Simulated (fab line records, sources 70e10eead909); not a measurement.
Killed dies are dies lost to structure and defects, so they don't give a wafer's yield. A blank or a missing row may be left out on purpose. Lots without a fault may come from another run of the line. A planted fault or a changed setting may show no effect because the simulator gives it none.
Which tool did it? | flow nand_harc | 13 lots, 39 wafers sampled, at 5 steps of a route of 1302

WHAT THE GAUGES READ, wafer by wafer
NHARC_P_BONDPAD_CD_MEAS_13.
lot  | measured     | on        | cd_nm (nm)
L788 | day 7 07:28  | cd_sem-01 | 496.2 496.0 500.4
L789 | day 7 19:37  | cd_sem-01 | 502.6 503.1 502.5
L790 | day 8 00:20  | cd_sem-03 | 503.8 498.1 502.3
L791 | day 8 07:25  | cd_sem-02 | 500.5 499.7 498.0
L792 | day 8 15:11  | cd_sem-01 | 502.8 503.5 500.9
L793 | day 9 03:34  | cd_sem-03 | 500.7 501.5 497.4
L794 | day 9 13:10  | cd_sem-03 | 500.8 505.8 502.7
L796 | day 10 07:52 | cd_sem-03 | 502.1 503.8 502.7
L797 | day 11 07:22 | cd_sem-01 | 499.8 501.4 501.6
L800 | day 12 21:07 | cd_sem-03 | 502.7 504.2 503.6
L801 | day 12 22:18 | cd_sem-02 | 500.3 500.9 501.3
L802 | day 13 11:12 | cd_sem-03 | 496.7 497.5 497.6
L803 | day 13 12:28 | cd_sem-02 | 503.9 501.1 502.9

NHARC_END_SORT_01.
lot  | measured     | on        | defect_limited_yield (%) | killed_at_array | killed_at_other | killed_at_periphery | killed_dies | killed_open | killed_short
L788 | day 25 05:03 | prober-02 | 88.3 88.8 88.3           | 74 68 76        | 1 0 0           | 4 8 3               | 79 76 79    | 2 5 1       | 3 2 1
L790 | day 25 12:03 | prober-01 | 90.5 92.2 87.6           | 62 47 81        | 0 2 1           | 2 4 2               | 64 53 84    | 2 9 4       | 1 6 4
L797 | day 29 14:43 | prober-01 | 93.6 93.1 92.5           | 39 42 42        | 0 0 2           | 4 5 7               | 43 47 51    | 6 4 4       | 1 4 3
L801 | day 31 06:33 | prober-02 | 94.5 93.8 95.0           | 33 36 26        | 1 2 2           | 3 4 6               | 37 42 34    | 2 5 4       | 2 3 2
L802 | day 30 21:44 | prober-01 | 83.5 83.8 85.7           | 108 105 91      | 1 2 0           | 3 3 6               | 112 110 97  | 4 3 7       | 2 1 2
L803 | day 31 06:34 | prober-01 | 89.8 92.8 93.8           | 67 46 40        | 1 0 1           | 1 3 1               | 69 49 42    | 3 4 0       | 4 0 0

WHICH TOOL RAN EACH LOT (tool, then ch and the chambers of the sampled wafers, then the start)
lot  | NHARC_P_M2_PRE_CLEAN_32         | NHARC_P_BONDPAD_CMP_32        | NHARC_P_BONDPAD_ETCH_24
L788 | pecvd-04 ch 0,1, day 7 05:10    | cmp-03 ch 0,2,3, day 7 06:14  | rie_diel-07 ch 0,2,3, day 7 07:41
L789 | pecvd-01 ch 1,2, day 7 17:15    | cmp-04 ch 2,3, day 7 18:16    | rie_diel-07 ch 0,3, day 7 19:50
L790 | pecvd-04 ch 0,2, day 7 22:14    | cmp-04 ch 2,3, day 7 23:07    | rie_diel-10 ch 0,1,3, day 8 00:35
L791 | pecvd-04 ch 1,2, day 8 05:12    | cmp-02 ch 0,1, day 8 06:04    | rie_diel-10 ch 1,2,3, day 8 07:38
L792 | pecvd-01 ch 1,2, day 8 13:04    | cmp-02 ch 0,1, day 8 14:00    | rie_diel-13 ch 2,3, day 8 15:25
L793 | pecvd-04 ch 0,1,2, day 9 01:29  | cmp-03 ch 0,1,2, day 9 02:25  | rie_diel-13 ch 0,1,2, day 9 03:48
L794 | pecvd-04 ch 1,2, day 9 11:04    | cmp-03 ch 2,3, day 9 11:56    | rie_diel-10 ch 0,2,3, day 9 13:24
L796 | pecvd-03 ch 1,2, day 10 05:35   | cmp-04 ch 1,2, day 10 06:30   | rie_diel-13 ch 0,3, day 10 08:05
L797 | pecvd-01 ch 1,2, day 11 05:05   | cmp-03 ch 1,2,3, day 11 06:00 | rie_diel-07 ch 0,1, day 11 07:38
L800 | pecvd-04 ch 1,2, day 12 19:01   | cmp-03 ch 1,2, day 12 19:56   | rie_diel-07 ch 0,1,2, day 12 21:23
L801 | pecvd-04 ch 0,1,2, day 12 20:02 | cmp-04 ch 0,1,3, day 12 20:56 | rie_diel-10 ch 0,1,3, day 12 22:32
L802 | pecvd-03 ch 0,1, day 13 08:58   | cmp-02 ch 0,2,3, day 13 09:53 | rie_diel-10 ch 0,2,3, day 13 11:26
L803 | pecvd-01 ch 0,2, day 13 10:13   | cmp-03 ch 0,2,3, day 13 11:07 | rie_diel-10 ch 0,1,2, day 13 12:41
- NHARC_P_M2_PRE_CLEAN_32: time 12 s.
- NHARC_P_BONDPAD_CMP_32: polishes SiCN, target thk 200 nm.
- NHARC_P_BONDPAD_ETCH_24: etches the open film in CF4/N2, target depth 30 nm, time 72.99 s.

WHAT THE TOOLS THEMSELVES READ (means of the sampled wafers that have a number; where no wafer has one, the mark that the record gives instead)
NHARC_P_M2_PRE_CLEAN_32.
lot  | tool     | heater_power_outer_w (W) | heater_power_w (W)
L788 | pecvd-04 | 337                      | 605
L789 | pecvd-01 | 378                      | 674
L790 | pecvd-04 | 433                      | 748
L791 | pecvd-04 | 425                      | 727
L792 | pecvd-01 | 398                      | 699
L793 | pecvd-04 | 382                      | 671
L794 | pecvd-04 | 453                      | 760
L796 | pecvd-03 | 348                      | 602
L797 | pecvd-01 | 375                      | 665
L800 | pecvd-04 | 440                      | 757
L801 | pecvd-04 | 397                      | 705
L802 | pecvd-03 | 306                      | 561
L803 | pecvd-01 | 385                      | 712

NHARC_P_BONDPAD_CMP_32.
lot  | tool   | motor_current_A (A)
L788 | cmp-03 | 11.1
L789 | cmp-04 | 11.7
L790 | cmp-04 | 12.8
L791 | cmp-02 | 12.7
L792 | cmp-02 | 12.4
L793 | cmp-03 | 12.1
L794 | cmp-03 | 11.4
L796 | cmp-04 | 12.4
L797 | cmp-03 | 11.8
L800 | cmp-03 | 11.9
L801 | cmp-04 | 11.2
L802 | cmp-02 | 12.5
L803 | cmp-03 | 11.4

NHARC_P_BONDPAD_ETCH_24.
lot  | tool        | drypump_motor_current_A (A) | oes_product_au (a.u.) | rf_vpp_V (V) | showerhead_plenum_p_Torr (Torr) | throttle_valve_pct (%)
L788 | rie_diel-07 | 5.4                         | 1.002                 | 314.6        | 2.66                            | 19.799
L789 | rie_diel-07 | 5.0                         | 1.017                 | 314.0        | 2.64                            | 19.795
L790 | rie_diel-10 | 5.9                         | 0.995                 | 314.0        | 2.64                            | 19.784
L791 | rie_diel-10 | 6.1                         | 0.993                 | 314.8        | 2.70                            | 19.799
L792 | rie_diel-13 | 5.7                         | 1.008                 | 314.8        | 2.70                            | 19.794
L793 | rie_diel-13 | 5.8                         | 1.000                 | 314.4        | 2.69                            | 19.791
L794 | rie_diel-10 | 6.0                         | 0.991                 | 315.4        | 2.67                            | 19.792
L796 | rie_diel-13 | 6.2                         | 1.005                 | 315.4        | 2.68                            | 19.795
L797 | rie_diel-07 | 6.0                         | 1.019                 | 313.9        | 2.60                            | 19.791
L800 | rie_diel-07 | 5.9                         | 1.007                 | 314.7        | 2.62                            | 19.783
L801 | rie_diel-10 | 5.9                         | 0.993                 | 313.7        | 2.64                            | 19.791
L802 | rie_diel-10 | 5.9                         | 0.997                 | 314.6        | 2.66                            | 19.792
L803 | rie_diel-10 | 6.4                         | 0.992                 | 316.4        | 2.72                            | 19.793

THE ANSWER, worked out from the rows above alone
Rule: what is usual is taken from the lots themselves. Put in order of their means at a reading, lots are off if they are a third of the lots or fewer, leave a main group of 4 or more, and stand apart from it by a gap of 3 or more times the standard deviation of the main group's means; of several such gaps the widest counts. A main group whose means are all the same, to the digits that the tables above print for the reading, isn't used. A lot without any number at a reading at which 4 lots or more have one is off too. The other lots that the step has rows for count as sound. The gauges are gone through in route order, then the tools' own readings, and for those a lot's mean is taken as printed above. The first step at which some lot is off is used, and at that step the reading that is off furthest; a lot without a number counts as furthest.
No lot is off at any reading shown: from this, nothing can be told.

WHAT THE SIMULATOR HAD PUT IN
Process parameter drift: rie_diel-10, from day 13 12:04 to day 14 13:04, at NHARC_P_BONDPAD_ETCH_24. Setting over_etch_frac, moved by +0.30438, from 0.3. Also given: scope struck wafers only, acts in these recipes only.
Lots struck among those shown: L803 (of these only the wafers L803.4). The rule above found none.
